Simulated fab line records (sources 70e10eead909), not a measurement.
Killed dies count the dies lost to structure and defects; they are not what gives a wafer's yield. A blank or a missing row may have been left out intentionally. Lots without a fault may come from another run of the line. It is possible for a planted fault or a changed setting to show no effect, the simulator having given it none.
Comparing a struck lot with a sound one    flow nand_harc    14 steps out of a route of 1159
Sound: these wafers, L476.1, L476.3, L476.6. Struck: wafers L483.2, L483.3, L483.4. The cause is named last.
Per side, at each step with rows, come the tool, then ch with its chambers, and then its first start. Under that, the readings that differ: sound wafers    struck wafers    difference of the means    sigmas: that difference in standard deviations of wafers without a fault.
alike: same words and numbers on both sides, and readings whose means sit less than 2 such deviations apart. not compared: any withheld reading, any reading some wafer has no value for, any bound like >300 that may hide the same value, and any number with overlapping values for which the record gives no deviation.
A row with sigmas, a row that says differs or no value, or rows on one side alone: a step with any of these is where the two part. Non-overlapping numbers with no deviation appear without sigmas and do not part them. A reading that every wafer of one side lacks parts them only if that side has two wafers or more.

NHARC_A_SOURCE_PLATE_THK_MEAS_09: measures by ellipsometry.
  struck on film_metro-02, day 9 02:29; sound on film_metro-02, day 7 14:01
  alike: thk_nm
then, 3 steps without rows for these wafers: NHARC_A_SOURCE_PLATE_PVD_04 (deposits WSi2, target thk 50 nm); NHARC_A_SOURCE_PLATE_CVD_03 (deposits poly-Si, target thk 200 nm, time 4000 s); NHARC_A_SOURCE_PLATE_ANNEAL_05 (time 1800 s).
NHARC_A_SOURCE_PLATE_THK_MEAS_06: measures by ellipsometry.
  struck on film_metro-02, day 9 16:13; sound on film_metro-01, day 8 02:52
  alike: thk_nm
NHARC_A_SOURCE_PLATE_INSPECT_08:
  struck on defect_inspect-02, day 9 16:17; sound on defect_inspect-02, day 8 02:55
  alike: raw_defect_count
then, no rows for these wafers at 1 step: NHARC_A_ONON_D1_DEP_00 (target thk 1000 nm).
NHARC_A_ONON_D1_THK_MEAS_02: measures by ellipsometry.
  struck on film_metro-01, day 9 16:52; sound on film_metro-02, day 8 03:30
reading      sound           struck       difference  sigmas
thk_nm (nm)  1010 1010 1010  992 991 991  -19         -2
then, no rows for these wafers at 1 step: NHARC_A_ONON_D1_DEP_03 (target thk 1000 nm).
NHARC_A_ONON_D1_THK_MEAS_05: measures by ellipsometry.
  struck on film_metro-01, day 9 17:25; sound on film_metro-02, day 8 04:04
  alike: thk_nm
NHARC_A_ONON_D1_DEP_06: target thk 1000 nm.
  sound on pecvd_onon-03 ch 0, day 8 04:08; struck on pecvd_onon-03 ch 0, day 9 17:32
  alike: susceptor_temp_C
NHARC_A_ONON_D1_THK_MEAS_08: measures by ellipsometry.
  struck on film_metro-02, day 9 17:59; sound on film_metro-02, day 8 04:38
reading      sound           struck       difference  sigmas
thk_nm (nm)  1020 1020 1019  271 271 270  -749        -68
then, no rows for these wafers at 1 step: NHARC_A_ONON_D1_DEP_09 (target thk 1000 nm).
-- the record jumps here: 12 days lie between the struck wafers' starts before and after (it left off in module A_ONON_D1 and takes up again in module END, whose first step shown is number 1159 of the route) --
NHARC_END_SORT_01:
  at this point the record logs the struck wafers (prober-01 ch 0, day 22 01:14) and has no rows for the sound ones

== WHERE THEY PART ==
At NHARC_A_ONON_D1_THK_MEAS_02 first; at NHARC_END_SORT_01 last (within this record only).

WHY: whatever the simulator had introduced
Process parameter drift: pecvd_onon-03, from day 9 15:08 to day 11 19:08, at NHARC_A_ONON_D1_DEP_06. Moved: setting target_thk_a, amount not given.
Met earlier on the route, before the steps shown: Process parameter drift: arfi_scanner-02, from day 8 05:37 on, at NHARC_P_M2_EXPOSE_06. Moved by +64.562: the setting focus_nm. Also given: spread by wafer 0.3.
